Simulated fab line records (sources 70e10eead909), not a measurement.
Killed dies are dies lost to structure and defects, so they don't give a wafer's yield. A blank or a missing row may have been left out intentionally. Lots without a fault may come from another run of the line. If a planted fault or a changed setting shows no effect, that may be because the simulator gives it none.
Matching of chambers / flow nand-harc / NHARC_A_STAIRCASE_CMP_472 on cmp-03: 4 sister chambers
The step polishes SiO2. 16 wafers are shown with their chamber, then 8 later ones without.

== WAFERS PAIRED WITH THEIR CHAMBERS ==
wafer=L075.1; chamber=0; motor-current-A (A)=10.5
wafer=L075.4; chamber=3; motor-current-A (A)=12.5
wafer=L075.5; chamber=1; motor-current-A (A)=10.9
wafer=L083.1; chamber=0; motor-current-A (A)=10.5
wafer=L083.2; chamber=3; motor-current-A (A)=12.8
wafer=L083.3; chamber=1; motor-current-A (A)=11.7
wafer=L086.1; chamber=1; motor-current-A (A)=11.1
wafer=L086.2; chamber=0; motor-current-A (A)=10.6
wafer=L086.3; chamber=3; motor-current-A (A)=12.4
wafer=L091.1; chamber=1; motor-current-A (A)=11.1
wafer=L091.3; chamber=2; motor-current-A (A)=10.9
wafer=L091.5; chamber=1; motor-current-A (A)=10.7
wafer=L090.4; chamber=2; motor-current-A (A)=11.0
wafer=L090.5; chamber=1; motor-current-A (A)=11.1
wafer=L090.6; chamber=2; motor-current-A (A)=10.9
wafer=L089.1; chamber=2; motor-current-A (A)=11.0

SIGNATURES (averages over the wafers above)
reading=motor-current-A; chamber 0=10.533; chamber 1=11.100; chamber 2=10.950; chamber 3=12.567; scatter within a chamber=0.235
Rule: for each reading, subtract the chamber's mean from the wafer's reading, divide by that reading's scatter and square the result; add these up over the readings and take the root, which gives the wafer's distance from the chamber. If the next closest chamber is less than 2 further off than the closest, the wafer can't be placed; otherwise it belongs to the closest. How the scatter is found: for the shown wafers, subtract from each reading the mean of its chamber, square and add these, divide the total by (wafers less chambers), then take the root.

== WAFERS WHOSE CHAMBER IS MISSING ==
wafer=L089.3; motor-current-A (A)=10.6
wafer=L089.6; motor-current-A (A)=10.6
wafer=L092.2; motor-current-A (A)=11.0
wafer=L092.5; motor-current-A (A)=10.3
wafer=L092.6; motor-current-A (A)=13.0
wafer=L094.3; motor-current-A (A)=12.7
wafer=L094.4; motor-current-A (A)=11.5
wafer=L094.6; motor-current-A (A)=10.5

== EACH ONE'S CHAMBER ==
wafer=L089.3; from the rows above=can't be placed: 0 or 2 or 1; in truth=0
wafer=L089.6; from the rows above=can't be placed: 0 or 2 or 1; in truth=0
wafer=L092.2; from the rows above=can't be placed: 2 or 1 or 0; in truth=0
wafer=L092.5; from the rows above=can't be placed: 0 or 2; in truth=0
wafer=L092.6; from the rows above=3; in truth=3
wafer=L094.3; from the rows above=3; in truth=3
wafer=L094.4; from the rows above=can't be placed: 1 or 2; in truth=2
wafer=L094.6; from the rows above=can't be placed: 0 or 2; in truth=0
Placed correctly: 2 of 8. From these rows, 6 cannot be placed; in 6 the true chamber is one of the candidates. Placed wrongly: 0.
